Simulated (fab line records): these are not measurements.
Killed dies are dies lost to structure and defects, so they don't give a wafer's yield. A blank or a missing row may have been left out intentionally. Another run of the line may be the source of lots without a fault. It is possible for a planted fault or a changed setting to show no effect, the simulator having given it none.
fab line records	flow n5Finfet
[record] lots = 10	wafers = 26	lastDay = 19
route steps=1938 shown BEOL_M3@933 BEOL_M4@1111 PASSIVATION@1936
lots untouched by any fault: they come from a run of this same line in which no faults occurred
startH: hours from the record's opening day to when the first of the lot's shown wafers began	waitH: hours elapsed since this lot's preceding step	" identical to the entry in the row above	L1.1+2: several wafers, shown together as one row	- either no value or no given start	* or withheld: withheld	< > ~ a bound
route shown NAME@n: a module of which the file shows steps, and the number in the route of the first	usual: average and standard deviation across the fault-free wafers	same: alike in all rows	chamber/n: place in a boat	sites: per-site readings	_std_site: how widely they spread, as a standard deviation	_edge_site: outer sites' mean less inner sites'	radiusMm: how far each site lies from the wafer's centre	mask NAME#n: copy n	behind: the last tool/chamber to shape the wafer	hold: why the lot went on hold/how many hours it stayed there/how the hold came to an end	device: the n, p or np transistor that did not switch	end of line: tests run on the same wafers once the route is complete	where a step has no rows: the recipe by itself	killed: dies lost to structure and defects at the first sort, not the wafer's yield	map: a wafer's dies, x killed, . not, _ none there
set.NAME: the setting as run; set.NAME@STEP: as run at that earlier step	model.NAME: the simulator's own value behind a step, which no gauge read
the route's steps for a sample of lots (tables are steps, rows are wafers)
services: when a tool's chamber went out of use (startH, in hours from the record's first day, below 0 if earlier), for how many hours, and the reason
[[steps]]
[step N5_BEOL_M3_PECVD_72]
[recipe] material = SiO2	targetThkA = 160	tempC = 400	precursor = TEOS/O2	pressureTorr = 5.5	rfW = 450	teosFlowSccm = 53.8	gas = O2	flowSccm = 3000	timeS = 18
[usual] heaterPowerOuterW = 414/53	heaterPowerW = 700/90	showerheadPlenumPTorr = 8.76/0.088	throttleValvePct = 21.8/0.86
lot.wafer	tool	chamber	startH	waitH	heaterPowerOuterW	heaterPowerW	showerheadPlenumPTorr	throttleValvePct
L443.1	pecvd-01	2	172.59	0.0	403	638	8.72	21.7
L443.5	"	0	"	"	434	719	8.91	20.7
L445.1	pecvd-03	0	179.45	0.0	438	680	8.70	21.6
L445.4	"	0	"	"	442	673	8.73	21.0
L445.6	"	2	"	"	446	789	8.63	21.6
L447.1	pecvd-04	1	181.34	0.0	334	569	8.75	22.9
L447.3	"	0	"	"	347	604	8.88	23.1
L447.6	"	1	"	"	334	566	8.74	23.3
L448.2	pecvd-04	2	188.81	0.0	356	645	8.87	21.4
L448.4	"	0	"	"	317	549	8.90	23.3
L448.5	"	2	"	"	361	628	8.86	21.8
L449.1	pecvd-01	1	204.96	0.0	370	656	8.74	23.1
L449.4	"	0	"	"	518	859	8.87	20.3
L449.5	"	1	"	"	376	652	8.74	23.0
L450.1	pecvd-03	0	230.41	0.0	435	687	8.72	21.8
L450.5	"	2	"	"	415	731	8.60	21.8
L450.6	"	0	"	"	457	676	8.72	21.8
L456.4	pecvd-04	1	259.05	0.1	338	578	8.76	23.0
L456.6	"	0	"	"	342	593	8.89	22.9
L458.4	pecvd-01	2	268.81	0.1	405	643	8.70	21.8
L458.6	"	1	"	"	368	629	8.75	23.1
L460.2	pecvd-04	0	279.58	0.0	315	569	8.89	23.2
L460.3	"	2	"	"	421	711	8.87	21.7
L463.1	pecvd-01	2	301.74	0.0	401	655	8.70	21.7
L463.3	"	0	"	"	519	847	8.88	20.4
L463.5	"	1	"	"	380	660	8.73	23.0
[step N5_BEOL_M3_INSPECT_13]
[recipe] mode = adi	inspectInstrument = brightfield
[usual] rawDefectCount = 424/110
lot.wafer	tool	chamber	startH	waitH	rawDefectCount
L443.1	defectInspect-02	-	173.31	0.1	348
L443.5	"	-	"	"	373
L445.1	defectInspect-02	-	181.20	0.1	604
L445.4	"	-	"	"	303
L445.6	"	-	"	"	484
L447.1	defectInspect-02	-	182.98	0.1	407
L447.3	"	-	"	"	351
L447.6	"	-	"	"	318
L448.2	defectInspect-02	-	189.47	0.0	351
L448.4	"	-	"	"	498
L448.5	"	-	"	"	416
L449.1	defectInspect-02	-	206.26	0.1	421
L449.4	"	-	"	"	540
L449.5	"	-	"	"	380
L450.1	defectInspect-02	-	231.84	0.1	309
L450.5	"	-	"	"	331
L450.6	"	-	"	"	356
L456.4	defectInspect-01	-	260.32	0.0	560
L456.6	"	-	"	"	455
L458.4	defectInspect-02	-	271.52	0.0	377
L458.6	"	-	"	"	296
L460.2	defectInspect-01	-	282.07	0.0	395
L460.3	"	-	"	"	351
L463.1	defectInspect-01	-	303.03	0.1	460
L463.3	"	-	"	"	422
L463.5	"	-	"	"	490
[step N5_BEOL_M3_ETCH_63]
[recipe] chemistry = CF4	target = SiARC	targetDepthA = 156	maskMaterial = CAR-EUV	timeS = 26	ionEnergyEv = 80	pressureMtorr = 40	sourceW = 545	biasW = 36	Ar_flow_sccm = 100	cf4FlowSccm = 100	ends = cleared
[usual] drypumpMotorCurrentA = 5.6/0.42	etchRfOnTimeS = 26.0/0.65	oesProductAu = 0.66/0.069	rfVppV = 184.1/1.1	showerheadPlenumPTorr = 2.15/0.055	throttleValvePct = 15.63/0.24
lot.wafer	tool	chamber	startH	waitH	drypumpMotorCurrentA	etchRfOnTimeS	oesProductAu	rfHoursCounterH	rfVppV	showerheadPlenumPTorr	throttleValvePct
L443.1	rieDiel-02	2	173.40	0.0	6.0	25.1	0.67	155	183.1	2.13	15.58
L443.5	"	1	"	"	5.6	26.7	0.72	-	183.7	2.09	15.65
L445.1	rieDiel-05	0	181.29	0.0	5.2	25.6	0.72	82	183.5	2.09	15.31
L445.4	"	3	"	"	5.1	27.4	0.57	242	184.0	2.13	16.02
L445.6	"	0	"	"	5.2	25.8	0.71	-	182.0	2.09	15.31
L447.1	rieDiel-05	2	183.07	0.0	6.2	25.4	0.73	60	184.6	2.16	15.19
L447.3	"	3	"	"	5.1	26.9	0.58	242	184.8	2.13	15.99
L447.6	"	2	"	"	6.2	25.4	0.73	-	184.0	2.16	15.21
L448.2	rieDiel-02	2	189.55	0.0	6.0	25.7	0.65	161	184.5	2.13	15.58
L448.4	"	0	"	"	5.1	27.0	0.59	199	185.9	2.22	16.02
L448.5	"	3	"	"	5.6	25.5	0.82	-	182.9	2.09	15.25
L449.1	rieDiel-06	2	206.35	0.0	5.7	26.0	0.63	182	184.7	2.23	15.65
L449.4	"	1	"	"	6.5	26.2	0.58	232	184.2	2.11	15.75
L449.5	"	1	"	"	6.5	26.1	0.59	-	185.1	2.11	15.73
L450.1	rieDiel-06	2	231.92	0.0	5.6	25.9	0.63	188	184.1	2.22	15.68
L450.5	"	0	"	"	5.2	26.1	0.66	-	182.4	2.08	15.85
L450.6	"	1	"	"	6.5	26.2	0.57	-	184.7	2.11	15.75
L456.4	rieDiel-05	1	260.42	0.0	5.6	25.5	0.61	-	184.2	2.19	15.64
L456.6	"	0	"	"	5.2	25.5	0.70	-	181.9	2.08	15.35
L458.4	rieDiel-05	1	271.61	0.0	5.6	25.1	0.61	235	186.8	2.19	15.66
L458.6	"	2	"	"	6.2	25.6	0.71	-	184.4	2.15	15.24
L460.2	rieDiel-05	2	282.16	0.0	6.2	25.6	0.71	84	182.9	2.15	15.25
L460.3	"	1	"	"	5.6	25.1	0.61	238	185.2	2.19	15.65
L463.1	rieDiel-06	0	303.65	0.0	5.2	26.4	0.65	147	183.8	2.07	15.88
L463.3	"	3	"	"	5.7	27.1	0.59	219	185.9	2.20	15.85
L463.5	"	2	"	"	5.6	25.9	0.62	-	185.9	2.22	15.72
[step N5_BEOL_M3_ETCH_64]
[recipe] chemistry = N2/H2	target = SOC	targetDepthA = 750	overetchA = 150	maskMaterial = SiARC	tempC = 40	timeS = 112.5	ionEnergyEv = 200	pressureMtorr = 30	sourceW = 840	biasW = 150	n2FlowSccm = 200	h2FlowSccm = 200
[usual] drypumpMotorCurrentA = 5.6/0.42	oesProductAu = 0.62/0.061	rfVppV = 523.9/2.1	showerheadPlenumPTorr = 2.55/0.069	throttleValvePct = 17.83/0.24
lot.wafer	tool	chamber	startH	waitH	drypumpMotorCurrentA	oesProductAu	rfHoursCounterH	rfVppV	showerheadPlenumPTorr	throttleValvePct
L443.1	rieDiel-02	2	173.43	0.0	6.0	0.60	155	524.1	2.54	17.74
L443.5	"	1	"	"	5.7	0.67	-	522.5	2.50	17.84
L445.1	rieDiel-05	0	181.32	0.0	5.3	0.66	82	522.6	2.45	17.24
L445.4	"	3	"	"	5.1	0.54	242	520.6	2.49	18.09
L445.6	"	0	"	"	5.2	0.66	-	522.1	2.45	17.24
L447.1	rieDiel-05	2	183.10	0.0	6.2	0.67	60	525.5	2.60	17.57
L447.3	"	3	"	"	5.1	0.55	242	523.4	2.49	18.08
L447.6	"	2	"	"	6.2	0.68	-	525.7	2.60	17.56
L448.2	rieDiel-02	2	189.58	0.0	6.1	0.60	161	524.4	2.54	17.76
L448.4	"	0	"	"	5.1	0.56	199	526.0	2.61	18.12
L448.5	"	3	"	"	5.6	0.75	-	523.5	2.51	17.70
L449.1	rieDiel-06	2	206.37	0.0	5.6	0.59	182	526.9	2.64	17.93
L449.4	"	1	"	"	6.5	0.54	232	522.8	2.53	18.08
L449.5	"	1	"	"	6.5	0.54	-	522.7	2.53	18.07
L450.1	rieDiel-06	2	231.95	0.0	5.6	0.59	189	526.9	2.63	17.95
L450.5	"	0	"	"	5.2	0.61	-	521.5	2.46	18.10
L450.6	"	1	"	"	6.5	0.53	-	522.4	2.53	18.08
L456.4	rieDiel-05	1	260.49	0.1	5.6	0.55	-	524.6	2.62	17.81
L456.6	"	0	"	"	5.3	0.64	-	521.8	2.44	17.27
L458.4	rieDiel-05	1	271.63	0.0	5.6	0.55	235	525.6	2.62	17.83
L458.6	"	2	"	"	6.2	0.65	-	524.8	2.59	17.60
L460.2	rieDiel-05	2	282.18	0.0	6.2	0.64	84	523.8	2.59	17.62
L460.3	"	1	"	"	5.6	0.55	238	525.1	2.61	17.80
L463.1	rieDiel-06	0	303.68	0.0	5.2	0.60	147	520.3	2.45	18.13
L463.3	"	3	"	"	5.6	0.56	219	526.8	2.62	17.99
L463.5	"	2	"	"	5.6	0.57	-	525.0	2.62	18.01
[step N5_BEOL_M3_CD_MEAS_18]
[recipe] pitchNm = 36	targetCdNm = 18
[usual] cdNm = 17.9/0.32
lot.wafer	tool	chamber	startH	waitH	cdNm
L443.1	cdSem-01	-	173.77	0.0	18.1
L443.5	"	-	"	"	17.7
L445.1	cdSem-02	-	181.67	0.0	18.0
L445.4	"	-	"	"	17.3
L445.6	"	-	"	"	18.0
L447.1	cdSem-01	-	183.45	0.0	17.5
L447.3	"	-	"	"	17.9
L447.6	"	-	"	"	17.3
L448.2	cdSem-03	-	189.96	0.1	17.6
L448.4	"	-	"	"	18.1
L448.5	"	-	"	"	18.4
L449.1	cdSem-03	-	206.72	0.0	18.3
L449.4	"	-	"	"	17.6
L449.5	"	-	"	"	17.9
L450.1	cdSem-02	-	232.44	0.0	17.9
L450.5	"	-	"	"	17.4
L450.6	"	-	"	"	17.4
L456.4	cdSem-02	-	260.89	0.1	19.4
L456.6	"	-	"	"	17.5
L458.4	cdSem-02	-	272.04	0.0	20.1
L458.6	"	-	"	"	18.0
L460.2	cdSem-02	-	282.53	0.1	19.4
L460.3	"	-	"	"	18.4
L463.1	cdSem-02	-	304.09	0.1	17.9
L463.3	"	-	"	"	17.9
L463.5	"	-	"	"	17.9
[step N5_BEOL_M4_RC_MEAS_101]
[usual] DIBL_N = 36.5/1.9	DIBL_P = 36.4/2.2	IOFF_N = 0.17/0.034	IOFF_P = 0.21/0.036	ION_N = 678/12	ION_P = 462/7.1	SERP_M3 = 208/15	SERP_M3_max_site = 221/18	SS_N = 71.7/0.61	SS_P = 73.4/0.71	VT_N = 249/3.5	VT_P = -251/3
lot.wafer	tool	chamber	startH	waitH	DIBL_N[mV/V]	DIBL_P[mV/V]	IOFF_N[nA/um]	IOFF_P[nA/um]	ION_N[uA/um]	ION_P[uA/um]	SERP_M3[ohm/um]	SERP_M3_max_site[ohm/um]	SS_N[mV/dec]	SS_P[mV/dec]	VT_N[mV]	VT_P[mV]
L443.1	prober-01	0	208.65	0.0	32.0	31.3	0.11	0.16	660	462	200	202	70.6	72.4	256	-253
L443.5	"	0	"	"	36.2	37.0	0.19	0.25	694	475	208	221	71.7	73.5	246	-248
L445.1	prober-02	0	209.41	0.0	38.1	38.5	0.20	0.25	687	464	196	207	71.9	73.6	246	-249
L445.4	"	0	"	"	35.4	33.8	0.14	0.18	670	456	187	202	71.4	72.7	251	-252
L445.6	"	0	"	"	39.0	39.9	0.22	0.28	688	473	200	223	72.3	74.6	245	-248
L448.2	prober-01	0	237.59	0.2	36.3	34.0	0.13	0.17	664	456	206	213	70.8	72.6	253	-258
L448.4	"	0	"	"	36.0	33.9	0.13	0.16	671	453	201	205	70.9	73.0	252	-255
L448.5	"	0	"	"	35.0	32.9	0.12	0.16	658	458	180	191	71.3	72.2	256	-256
L447.1	prober-02	0	238.07	0.0	34.9	34.9	0.15	0.20	681	470	212	226	71.3	73.2	247	-250
L447.3	"	0	"	"	35.3	33.9	0.15	0.19	666	458	215	222	71.8	72.7	249	-248
L447.6	"	0	"	"	34.3	33.7	0.14	0.19	667	469	220	231	71.0	72.7	250	-253
L449.1	prober-01	0	249.88	0.0	38.7	38.9	0.20	0.23	692	470	189	195	72.4	74.4	244	-250
L449.4	"	0	"	"	37.5	38.0	0.18	0.21	691	467	198	214	72.1	73.2	249	-252
L449.5	"	0	"	"	36.0	35.6	0.14	0.17	664	457	203	212	71.6	73.2	254	-256
L450.1	prober-02	0	254.45	0.0	34.8	36.8	0.14	0.22	680	472	212	224	71.0	72.4	249	-247
L450.5	"	0	"	"	35.9	37.5	0.16	0.22	672	464	199	216	72.0	72.7	249	-249
L450.6	"	0	"	"	38.4	41.5	0.22	0.30	706	483	223	231	72.2	73.6	243	-243
L456.4	prober-02	0	298.76	0.5	36.8	35.1	0.16	0.19	683	464	156	164	71.6	73.5	249	-251
L456.6	"	0	"	"	36.1	33.2	0.14	0.16	671	451	233	244	71.9	73.2	252	-255
L458.4	prober-01	0	307.56	0.5	33.3	34.4	0.14	0.16	686	462	149	157	72.0	72.5	250	-254
L458.6	"	0	"	"	35.5	36.3	0.16	0.19	674	456	214	226	71.9	73.9	250	-253
L460.2	prober-01	0	318.74	0.2	36.4	35.0	0.16	0.21	684	465	183	188	71.9	73.6	249	-250
L460.3	"	0	"	"	35.9	34.8	0.14	0.20	678	468	187	206	71.1	73.4	252	-253
L463.1	prober-01	0	347.71	0.0	36.4	35.3	0.16	0.21	669	459	239	252	71.8	73.7	250	-250
L463.3	"	0	"	"	34.1	32.6	0.13	0.17	673	464	196	203	71.4	72.4	253	-253
L463.5	"	0	"	"	34.1	32.6	0.13	0.18	676	466	201	220	71.1	73.0	251	-252
// sites SERP_M3 radiusMm=0,75,75,75,75,140,140,140,140
L443.1 186 202 200 202 200 200 200 190 196
L445.1 198 199 207 207 196 190 188 186 184
L448.2 204 209 201 205 210 213 196 213 206
L447.1 221 223 206 226 214 207 207 206 212
L449.1 183 189 191 190 179 188 191 184 195
L450.1 212 211 210 218 213 209 224 209 217
L456.4 157 164 159 156 162 144 143 138 143
L458.4 153 154 153 157 148 145 140 149 141
L460.2 170 183 183 178 188 176 183 184 184
L463.1 248 242 239 252 237 227 213 239 220
[step N5_PASSIVATION_PROBE_49]
[usual] defectLimitedYield = 91.0/1.5	killed_at_M0_to_M3 = 35/11	killed_at_M4_up = 13/5	killedAtContacts = 12/5.9	killedAtFrontEnd = 42/13	killedAtOther = 3/3.2	killedDies = 106/18	killedOpen = 69/13	killedShort = 35/8.9	sort_bin_5_function = 5.2/0.95	sort_bin_6_memory = 3.3/0.71	sortNPass = 1074/18	sortYieldPct = 91.0/1.5
[same] grossDies = 1180	killedAtBackSide = 0	sort_bin_4_leakage[%] = 0	sort_bin_8_speed[%] = 0
lot.wafer	tool	chamber	startH	waitH	defectLimitedYield[%]	killed_at_M0_to_M3	killed_at_M4_up	killedAtContacts	killedAtFrontEnd	killedAtOther	killedDies	killedOpen	killedShort	sort_bin_5_function[%]	sort_bin_6_memory[%]	sortNPass	sortYieldPct[%]
L456.4	prober-02	-	420.57	0.2	90.9	44	6	17	38	2	107	68	37	6.0	2.7	1073	90.9
L460.2	prober-02	-	434.18	0.1	91.7	36	15	5	36	6	98	63	31	4.8	2.7	1082	91.7
// killed by level:class
L456.4 MOL_CONTACT_COAG:geometricParticle:open=14 FIN_SAQP:geometricParticle:open=13 BEOL_M0_SAQP:geometricParticle:open=11 BEOL_M1:geometricParticle:open=10 FIN_SAQP:geometricParticle:short=8 BEOL_M0_SAQP:geometricParticle:short=7 DUMMY_GATE:geometricParticle:open=6 BEOL_M1:geometricParticle:short=5
L460.2 STI_FIN_REVEAL:geometricParticle:open=13 BEOL_M4:geometricParticle:open=10 BEOL_M0_SAQP:geometricParticle:short=9 BEOL_M0_SAQP:geometricParticle:open=8 BEOL_M3:geometricParticle:open=7 FIN_SAQP:geometricParticle:short=5 MOL_CONTACT_COAG:geometricParticle:open=4 BEOL_M1:geometricParticle:open=4
[[services]]
tool	chamber	startH	hours	kind
pecvd-01	0	153.93	2.1	scheduledDown
rieDiel-02	3	205.74	6.4	repair
rieDiel-02	0	207.35	34.2	repair
pecvd-03	0	211.56	3.5	repair
pecvd-03	-	222.51	6.0	pm
rieDiel-05	3	225.33	-	clean
rieDiel-05	3	225.33	-	consumableReplace:focusRing
rieDiel-05	3	225.33	13.3	scheduledDown
rieDiel-05	3	225.33	13.3	ventCycle
pecvd-04	0	245.24	6.4	repair
rieDiel-02	-	257.56	0.3	repair
rieDiel-05	2	260.27	5.0	repair
rieDiel-02	0	271.01	5.8	repair
rieDiel-06	1	271.31	-	clean
rieDiel-06	1	271.31	-	consumableReplace:focusRing
rieDiel-06	1	271.31	32.9	scheduledDown
rieDiel-06	1	271.31	32.9	ventCycle
pecvd-03	1	278.44	12.3	repair
rieDiel-06	-	295.07	0.1	repair
pecvd-03	0	300.65	12.7	repair
[[key]]
[firstSign] step = N5_BEOL_M3_CD_MEAS_18	reading = cdNm	direction = up	sigmas = 5.5	usual = 17.9	struck = 19.6
[effect] step = N5_BEOL_M4_RC_MEAS_101	reading = SERP_M3	direction = down	sigmas = 3	usual = 208	struck = 163
[effect] step = N5_BEOL_M4_RC_MEAS_101	reading = SERP_M3_max_site	direction = down	sigmas = 2.9	usual = 221	struck = 170
metAt N5_BEOL_M3_ETCH_64
struckLots L456,L458,L460
struckWafers L456.4,L458.4,L460.2
notActingAt N5_BEOL_M3_PECVD_72,N5_BEOL_M3_INSPECT_13,N5_BEOL_M3_ETCH_63
onsetBetween 183.10 260.49
[fault] kind = processParameterDrift	tool = rieDiel-05	chamber = -	onsetH = 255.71	steps = N5_BEOL_M3_ETCH_64	channel = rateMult	offset = 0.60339	shape = step	endH = 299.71	scope = struckWafersOnly
